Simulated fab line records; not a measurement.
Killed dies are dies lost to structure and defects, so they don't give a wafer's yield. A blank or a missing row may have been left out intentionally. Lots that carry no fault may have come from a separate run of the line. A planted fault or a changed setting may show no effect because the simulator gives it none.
Chamber matching || flow n5_finfet || rie_diel-01 running N5_PASSIVATION_DESCUM_12: 4 sister chambers
The step chemistry O2, time 7.9 s. 4 wafers are shown with their chamber, then 7 later ones without.

## WAFERS PAIRED WITH THEIR CHAMBERS
{"wafer": "L619.5", "chamber": 2, "throttle_valve_pct (%)": 20.61}
{"wafer": "L622.4", "chamber": 3, "throttle_valve_pct (%)": 20.36}
{"wafer": "L631.1", "chamber": 0, "throttle_valve_pct (%)": 20.54}
{"wafer": "L631.2", "chamber": 1, "throttle_valve_pct (%)": 19.92}

## WAFERS WITHOUT THEIR CHAMBER
{"wafer": "L631.4", "throttle_valve_pct (%)": 19.93}
{"wafer": "L634.1", "throttle_valve_pct (%)": 19.95}
{"wafer": "L634.2", "throttle_valve_pct (%)": 20.54}
{"wafer": "L634.6", "throttle_valve_pct (%)": 19.96}
{"wafer": "L636.1", "throttle_valve_pct (%)": 20.68}
{"wafer": "L636.2", "throttle_valve_pct (%)": 20.06}
{"wafer": "L636.5", "throttle_valve_pct (%)": 20.05}

## THE CHAMBER EACH PASSED THROUGH
{"wafer": "L631.4", "from the rows above": 1, "in truth": 1}
{"wafer": "L634.1", "from the rows above": 1, "in truth": 1}
{"wafer": "L634.2", "from the rows above": "can't be placed: 0 or 2", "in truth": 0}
{"wafer": "L634.6", "from the rows above": 1, "in truth": 1}
{"wafer": "L636.1", "from the rows above": "can't be placed: 2 or 0", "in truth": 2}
{"wafer": "L636.2", "from the rows above": 1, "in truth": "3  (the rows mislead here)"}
{"wafer": "L636.5", "from the rows above": 1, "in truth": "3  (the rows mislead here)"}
Placed correctly: 3 of 7. Unplaceable from these rows: 2, with the true chamber sitting among the candidates in 2. Placed wrongly: 2.
How it was worked out, from the rows above alone: a wafer's distance from a chamber is the root of the sum, over the readings, of the square of ((its reading less the chamber's mean) divided by the reading's scatter). If the next closest chamber is less than 2 further off than the closest, the wafer can't be placed; otherwise it belongs to the closest. The mean given for a chamber averages the wafers shown for that chamber. The scatter: root of mean squared gap, hidden wafer to nearest shown wafer, with one shown wafer a chamber.
